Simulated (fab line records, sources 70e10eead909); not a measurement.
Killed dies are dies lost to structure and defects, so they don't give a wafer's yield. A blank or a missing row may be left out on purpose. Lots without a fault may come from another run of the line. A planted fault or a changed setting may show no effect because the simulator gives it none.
Which tool did it? | flow nand_harc | 6 lots, 18 wafers sampled, at 3 steps of a route of 1302

WHAT THE GAUGES READ, wafer by wafer
NHARC_P_STI_INSPECT_11.
lot  | measured     | on                | raw_defect_count
L289 | day 3 14:32  | defect_inspect-01 | 7 10 8
L291 | day 4 10:59  | defect_inspect-01 | 2 4 3
L295 | day 6 04:25  | defect_inspect-02 | 5 4 3
L297 | day 7 00:31  | defect_inspect-02 | 3 6 7
L305 | day 10 08:15 | defect_inspect-01 | 1302 1332 1384
L309 | day 11 22:32 | defect_inspect-01 | 6 4 6

WHICH TOOL RAN EACH LOT (tool, then ch and the chambers of the sampled wafers, then the start)
lot  | NHARC_P_ZERO_WELL_ETCH_65          | NHARC_P_STI_ETCH_26
L289 | rie_diel-04 ch 2,3, day 2 17:22    | wet_bench-07 ch 0,1,5, day 2 23:23
L291 | rie_diel-07 ch 0,1, day 3 13:30    | wet_bench-04 ch 0,3,4, day 3 19:40
L295 | rie_diel-08 ch 0,2,3, day 5 05:30  | wet_bench-07 ch 0,2,5, day 5 11:31
L297 | rie_diel-08 ch 0,1, day 6 01:21    | wet_bench-07 ch 2,4,6, day 6 07:22
L305 | rie_diel-08 ch 0,1,2, day 9 09:23  | wet_bench-07 ch 0,2,4, day 9 15:39
L309 | rie_diel-08 ch 0,1,3, day 11 01:31 | wet_bench-04 ch 4,5,6, day 11 07:43
- NHARC_P_ZERO_WELL_ETCH_65: etches the open film in N2/H2, target depth 80 nm, overetch 24 nm, time 87.88 s.
- NHARC_P_STI_ETCH_26: etches SiO2 in dHF, target depth 11 nm.

THE ANSWER, worked out from the rows above alone
Rule: what is usual is taken from the lots themselves. Put in order of their means at a reading, lots are off if they are a third of the lots or fewer, leave a main group of 4 or more, and stand apart from it by a gap of 3 or more times the standard deviation of the main group's means; of several such gaps the widest counts. A main group whose means are all the same, to the digits that the tables above print for the reading, isn't used. A lot without any number at a reading at which 4 lots or more have one is off too. The other lots that the step has rows for count as sound.
Off: L305, at NHARC_P_STI_INSPECT_11 (raw_defect_count). The main group: mean 5, standard deviation 1.8.
A tool fits if, at a process step before that reading, it ran every lot that is off, and no sound lot after the first of them. The gauges at NHARC_P_STI_INSPECT_11 are tried like those tools. One fits: wet_bench-07 at NHARC_P_STI_ETCH_26. Its last sound lot is L297 (day 6 07:22), its first lot that is off L305 (day 9 15:39): a fault that began between those two fits.

WHAT THE SIMULATOR HAD PUT IN
Chamber particle source: wet_bench-07, from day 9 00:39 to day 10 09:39, at NHARC_P_STI_ETCH_26. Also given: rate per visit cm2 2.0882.
Lots struck among those shown: L305. The rule above found the same.
